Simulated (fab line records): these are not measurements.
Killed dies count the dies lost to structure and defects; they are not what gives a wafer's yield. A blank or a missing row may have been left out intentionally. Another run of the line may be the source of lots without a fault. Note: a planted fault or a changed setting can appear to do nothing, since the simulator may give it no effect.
Matching of chambers / flow n5-finfet / N5_BEOL_M1_DESCUM_16 on rie-diel-01 has 4 sister chambers
The step chemistry O2, time 7 s. 4 wafers are shown with their chamber, then 8 later ones without.

## WAFERS WITH THEIR CHAMBER
wafer=L084.1; chamber=1; showerhead-plenum-p-Torr (Torr)=2.18
wafer=L084.5; chamber=3; showerhead-plenum-p-Torr (Torr)=1.92
wafer=L084.6; chamber=2; showerhead-plenum-p-Torr (Torr)=2.11
wafer=L088.3; chamber=0; showerhead-plenum-p-Torr (Torr)=2.13

## WAFERS MISSING THEIR CHAMBER
wafer=L088.4; showerhead-plenum-p-Torr (Torr)=2.18
wafer=L088.6; showerhead-plenum-p-Torr (Torr)=2.11
wafer=L093.1; showerhead-plenum-p-Torr (Torr)=2.12
wafer=L093.3; showerhead-plenum-p-Torr (Torr)=2.18
wafer=L093.6; showerhead-plenum-p-Torr (Torr)=2.12
wafer=L097.4; showerhead-plenum-p-Torr (Torr)=1.91
wafer=L097.5; showerhead-plenum-p-Torr (Torr)=2.12
wafer=L097.6; showerhead-plenum-p-Torr (Torr)=2.17

## WHICH CHAMBER EACH WENT THROUGH
wafer=L088.4; from the rows above=1; in truth=1
wafer=L088.6; from the rows above=2; in truth=2
wafer=L093.1; from the rows above=can't be placed: 0 or 2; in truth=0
wafer=L093.3; from the rows above=1; in truth=1
wafer=L093.6; from the rows above=can't be placed: 0 or 2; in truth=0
wafer=L097.4; from the rows above=3; in truth=3
wafer=L097.5; from the rows above=can't be placed: 0 or 2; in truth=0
wafer=L097.6; from the rows above=1; in truth=1
Correctly placed: 5 of 8. These rows do not allow placing 3 (true chamber among the candidates in 3). Number placed wrongly: 0.
How it was worked out, from the rows above alone: a wafer's distance from a chamber is the root of the sum, over the readings, of the square of ((its reading less the chamber's mean) divided by the reading's scatter). If the next closest chamber is less than 2 further off than the closest, the wafer can't be placed; otherwise it belongs to the closest. A chamber's mean is the mean of its shown wafers. The scatter: with one shown wafer a chamber, the root of the mean of the squares of how far each hidden wafer lies from its nearest shown one.
